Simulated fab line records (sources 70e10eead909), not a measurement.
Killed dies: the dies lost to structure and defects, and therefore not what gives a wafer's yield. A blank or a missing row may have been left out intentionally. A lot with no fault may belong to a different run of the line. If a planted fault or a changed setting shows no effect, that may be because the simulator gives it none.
Which tool did it? + flow nandHarc + 12 lots with 36 wafers sampled at 6 steps, on a route of 1159 steps

## WHAT THE GAUGES READ, wafer by wafer
NHARC_P_GATE_CD_MEAS_26: the cd target is 120 nm. Usual: cdNm 120.0 nm, standard deviation 0.52.
| lot  | measured     | on       | cdNm (nm)                           | flag |
|------|--------------|----------|-------------------------------------|------|
| L806 | day 5 01:19  | cdSem-03 | 119.0 119.9 119.0                   |      |
| L807 | day 5 08:35  | cdSem-02 | 120.2 119.2 119.8                   |      |
| L808 | day 5 08:44  | cdSem-02 | 120.3 119.6 120.3                   |      |
| L809 | day 6 06:24  | cdSem-02 | 119.1 119.7 119.7                   |      |
| L811 | day 6 12:10  | cdSem-02 | 120.0 119.8 119.8                   |      |
| L813 | day 6 15:56  | cdSem-01 | 120.2 119.9 120.6                   |      |
| L816 | day 7 21:41  | cdSem-01 | 121.1 120.5 121.6                   |      |
| L817 | day 7 21:50  | cdSem-02 | 113.0 113.2 113.4 112.6 113.4 113.3 | OFF  |
| L818 | day 8 06:29  | cdSem-02 | 113.5 114.0 114.1 113.5 114.2 113.6 | OFF  |
| L822 | day 8 23:26  | cdSem-01 | 119.3 119.6 119.6                   |      |
| L825 | day 9 23:34  | cdSem-01 | 119.8 120.8 120.5                   |      |
| L827 | day 10 04:55 | cdSem-01 | 120.2 119.6 120.4                   |      |

NHARC_P_GATE_INSPECT_28. Usual: rawDefectCount 5.7, standard deviation 2.7.
| lot  | measured     | on               | rawDefectCount | flag |
|------|--------------|------------------|----------------|------|
| L806 | day 5 01:26  | defectInspect-02 | 9 6 6          |      |
| L807 | day 5 08:43  | defectInspect-01 | 11 6 6         |      |
| L808 | day 5 08:53  | defectInspect-02 | 0 9 3          |      |
| L809 | day 6 06:32  | defectInspect-02 | 13 6 7         |      |
| L811 | day 6 12:17  | defectInspect-01 | 6 6 7          |      |
| L813 | day 6 16:03  | defectInspect-01 | 7 9 9          |      |
| L816 | day 7 21:48  | defectInspect-02 | 8 7 5          |      |
| L817 | day 8 03:01  | defectInspect-01 | 2 6 5          |      |
| L818 | day 8 09:50  | defectInspect-01 | 3 5 6          |      |
| L822 | day 8 23:34  | defectInspect-02 | 9 13 8         |      |
| L825 | day 9 23:41  | defectInspect-01 | 7 4 1          |      |
| L827 | day 10 05:02 | defectInspect-02 | 7 7 3          |      |

NHARC_END_SORT_01. Usual: killedAtArray 28, standard deviation 11; killedAtOther 0.8, standard deviation 1.3; killedAtPeriphery 3.6, standard deviation 2.5; killedDies 32, standard deviation 11; killedOpen 3.0, standard deviation 1.8; killedShort 2.0, standard deviation 1.5.
| lot  | measured     | on        | killedAtArray | killedAtOther | killedAtPeriphery | killedDies | killedOpen | killedShort | flag |
|------|--------------|-----------|---------------|---------------|-------------------|------------|------------|-------------|------|
| L817 | day 23 22:01 | prober-02 | 37 33 26      | 0 0 0         | 1 1 1             | 38 34 27   | 2 1 2      | 3 2 0       |      |
| L818 | day 24 07:00 | prober-02 | 15 32 22      | 0 0 1         | 4 3 2             | 19 35 25   | 2 5 3      | 1 5 1       |      |

## EACH LOT AND THE TOOL THAT RAN IT (in order: tool; ch and the chambers of the sampled wafers; start)
| lot  | NHARC_P_GATE_PEB_24              | NHARC_P_GATE_ETCH_104             | NHARC_P_GATE_ETCH_32            |
|------|----------------------------------|-----------------------------------|---------------------------------|
| L806 | lithoTrack-06 ch 0, day 5 01:14  | rieDiel-07 ch 2,3, day 5 01:35    | rieSi-06 ch 1,2, day 5 01:58    |
| L807 | lithoTrack-06 ch 0, day 5 08:31  | rieDiel-07 ch 0,3, day 5 08:52    | rieSi-01 ch 0,3, day 5 09:24    |
| L808 | lithoTrack-01 ch 0, day 5 08:40  | rieDiel-07 ch 0,3, day 5 09:07    | rieSi-01 ch 0,3, day 5 09:38    |
| L809 | lithoTrack-06 ch 0, day 6 06:19  | rieDiel-07 ch 0,1, day 6 06:41    | rieSi-04 ch 1,2, day 6 07:04    |
| L811 | lithoTrack-06 ch 0, day 6 12:05  | rieDiel-07 ch 1,2,3, day 6 12:26  | rieSi-06 ch 0,1,3, day 6 12:49  |
| L813 | lithoTrack-01 ch 0, day 6 15:51  | rieDiel-07 ch 0,1,2, day 6 16:15  | rieSi-04 ch 0,2, day 6 16:39    |
| L816 | lithoTrack-01 ch 0, day 7 21:36  | rieDiel-07 ch 2,3, day 7 21:57    | rieSi-01 ch 0,3, day 7 22:19    |
| L817 | lithoTrack-01 ch 0, day 7 21:45  | rieDiel-01 ch 0,1,3, day 8 03:28  | rieSi-04 ch 1, day 8 03:51      |
| L818 | lithoTrack-01 ch 0, day 8 06:24  | rieDiel-11 ch 0,2,3, day 8 10:00  | rieSi-04 ch 1, day 8 10:53      |
| L822 | lithoTrack-04 ch 0, day 8 23:22  | rieDiel-07 ch 0,1,2, day 8 23:43  | rieSi-06 ch 0,1,3, day 9 00:13  |
| L825 | lithoTrack-04 ch 0, day 9 23:29  | rieDiel-11 ch 0,3, day 9 23:50    | rieSi-01 ch 0,3, day 10 00:17   |
| L827 | lithoTrack-06 ch 0, day 10 04:50 | rieDiel-11 ch 0,2,3, day 10 05:11 | rieSi-06 ch 0,1,2, day 10 05:34 |
- NHARC_P_GATE_PEB_24: peb time 65 s.
- NHARC_P_GATE_ETCH_104: etches the open film in CF4/CHF3, target depth 60 nm.
- NHARC_P_GATE_ETCH_32: etches the open film in HBr/Cl2, target depth 150 nm, time 100.1 s.

## WHAT THE TOOLS THEMSELVES READ (means of the sampled wafers that have a number; where no wafer has one, the mark that the record gives instead)
NHARC_P_GATE_ETCH_104. Usual: cf4FlowSccm 100.0 sccm, standard deviation 0.31; drypumpMotorCurrentA 5.79 A, standard deviation 0.23; oesProductAu 0.947 a.u., standard deviation 0.021; rfVppV 370.2 V, standard deviation 2.1; showerheadPlenumPTorr 1.56 Torr, standard deviation 0.06; throttleValvePct 16.804 %, standard deviation 0.0089.
| lot  | tool       | cf4FlowSccm (sccm) | drypumpMotorCurrentA (A) | oesProductAu (a.u.) | rfVppV (V) | showerheadPlenumPTorr (Torr) | throttleValvePct (%) | flag |
|------|------------|--------------------|--------------------------|---------------------|------------|------------------------------|----------------------|------|
| L806 | rieDiel-07 | 99.8               | 5.65                     | 0.962               | 371.0      | 1.60                         | 16.802               |      |
| L807 | rieDiel-07 | 99.8               | 5.64                     | 0.938               | 370.2      | 1.57                         | 16.801               |      |
| L808 | rieDiel-07 | 99.8               | 5.73                     | 0.921               | 369.7      | 1.55                         | 16.800               |      |
| L809 | rieDiel-07 | 99.8               | 5.87                     | 0.965               | 368.7      | 1.51                         | 16.813               |      |
| L811 | rieDiel-07 | 100.1              | 5.75                     | 0.927               | 370.2      | 1.57                         | 16.802               |      |
| L813 | rieDiel-07 | 99.9               | 5.86                     | 0.939               | 369.7      | 1.54                         | 16.798               |      |
| L816 | rieDiel-07 | 100.2              | 5.73                     | 0.959               | 371.1      | 1.60                         | 16.800               |      |
| L817 | rieDiel-01 | 100.1              | 6.05                     | 0.949               | 370.4      | 1.56                         | 16.807               |      |
| L818 | rieDiel-11 | 100.3              | 5.59                     | 0.964               | 370.2      | 1.54                         | 16.805               |      |
| L822 | rieDiel-07 | 100.2              | 5.85                     | 0.927               | 369.9      | 1.54                         | 16.801               |      |
| L825 | rieDiel-11 | 99.9               | 5.64                     | 0.959               | 370.4      | 1.55                         | 16.806               |      |
| L827 | rieDiel-11 | 100.0              | 5.56                     | 0.920               | 371.1      | 1.62                         | 16.800               |      |

NHARC_P_GATE_ETCH_32. Usual: drypumpMotorCurrentA 5.7 A, standard deviation 0.53; oesProductAu 0.999 a.u., standard deviation 0.0081; throttleValvePct 26.405 %, standard deviation 0.0099.
| lot  | tool     | drypumpMotorCurrentA (A) | oesProductAu (a.u.) | throttleValvePct (%) | flag |
|------|----------|--------------------------|---------------------|----------------------|------|
| L806 | rieSi-06 | 6.0                      | 1.006               | 26.409               |      |
| L807 | rieSi-01 | 5.4                      | 1.008               | 26.407               |      |
| L808 | rieSi-01 | 5.8                      | 0.991               | 26.405               |      |
| L809 | rieSi-04 | 5.3                      | 1.007               | 26.398               |      |
| L811 | rieSi-06 | 6.1                      | 1.004               | 26.406               |      |
| L813 | rieSi-04 | 5.3                      | 1.005               | 26.402               |      |
| L816 | rieSi-01 | 5.4                      | 0.994               | 26.404               |      |
| L817 | rieSi-04 | 5.5                      | 0.998               | 26.400               |      |
| L818 | rieSi-04 | 5.6                      | 1.000               | 26.402               |      |
| L822 | rieSi-06 | 6.1                      | 0.991               | 26.412               |      |
| L825 | rieSi-01 | 5.4                      | 0.992               | 26.402               |      |
| L827 | rieSi-06 | 5.9                      | 0.994               | 26.393               |      |

## THE ANSWER, worked out from the rows above alone
Rule: a lot counts as off when the mean over its wafers that have a number is more than 3 standard deviations away from the usual mean. Also off: a lot with no number at a reading for which 4 or more lots have one. All remaining lots with rows at the step are treated as sound. First the gauges in route order, then the tools' own readings, where a lot's mean is used as printed above. The first step at which some lot is off is used, and at that step the reading that is off furthest; a lot without a number counts as furthest.
Off at NHARC_P_GATE_CD_MEAS_26 (cdNm): L817, L818.
A tool fits if, at a process step before that reading, it ran every lot that is off, and no sound lot after the first of them. Those tools and the gauges at NHARC_P_GATE_CD_MEAS_26 are tried in the same way. This does not decide it: 2 tools fit, namely lithoTrack-01 at NHARC_P_GATE_PEB_24 and cdSem-02 at NHARC_P_GATE_CD_MEAS_26.

## WHAT WAS PUT IN BY THE SIMULATOR
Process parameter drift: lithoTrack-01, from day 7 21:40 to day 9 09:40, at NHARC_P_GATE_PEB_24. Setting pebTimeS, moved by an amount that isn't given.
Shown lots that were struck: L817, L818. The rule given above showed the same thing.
